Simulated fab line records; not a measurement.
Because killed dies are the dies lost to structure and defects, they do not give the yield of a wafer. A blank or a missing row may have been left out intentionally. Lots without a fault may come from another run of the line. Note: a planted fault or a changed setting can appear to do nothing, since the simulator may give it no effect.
Matching of chambers	flow nand harc	NHARC_P_GATE_DEP_103 on pecvd-02 has 3 sister chambers
The step deposits SiON, target thk 30 nm. 6 wafers are shown with their chamber, then 11 later ones without.

WAFERS PAIRED WITH THEIR CHAMBERS
wafer	chamber	heater power w (W)	rf fwd power W (W)
L089.3	1	825	348.9
L089.5	2	698	348.9
L088.3	0	715	348.9
L088.5	0	724	348.3
L088.6	1	777	349.3
L091.2	2	735	349.5

WAFERS MISSING THEIR CHAMBER
wafer	heater power w (W)	rf fwd power W (W)
L091.4	729	349.6
L091.5	740	348.3
L093.1	683	349.7
L093.4	831	349.0
L093.6	685	350.5
L095.2	714	349.9
L095.4	717	349.5
L095.6	778	349.5
L097.4	852	346.7
L097.5	665	349.2
L097.6	718	349.2

CHAMBER TAKEN BY EACH
wafer	from the rows above	in truth
L091.4	can't be placed: 2 or 0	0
L091.5	can't be placed: 0 or 2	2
L093.1	can't be placed: 2 or 0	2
L093.4	1	1
L093.6	can't be placed: 2 or 0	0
L095.2	can't be placed: 2 or 0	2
L095.4	can't be placed: 2 or 0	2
L095.6	can't be placed: 1 or 2 or 0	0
L097.4	can't be placed: 1 or 0 or 2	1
L097.5	can't be placed: 2 or 0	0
L097.6	can't be placed: 2 or 0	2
Correctly placed: 1 of 11. From these rows, 10 cannot be placed; in 10 the true chamber is one of the candidates. Placed wrongly: 0.
How it was worked out, from the rows above alone: a wafer's distance from a chamber is the root of the sum, over the readings, of the square of ((its reading less the chamber's mean) divided by the reading's scatter). The wafer belongs to the nearest chamber; if the next one is less than 2 further off, it can't be placed. Each chamber's mean is taken over the wafers shown for it. The scatter: take each reading less its chamber's mean, square it, sum over the shown wafers, divide by the number of wafers less the number of chambers, and take the root.
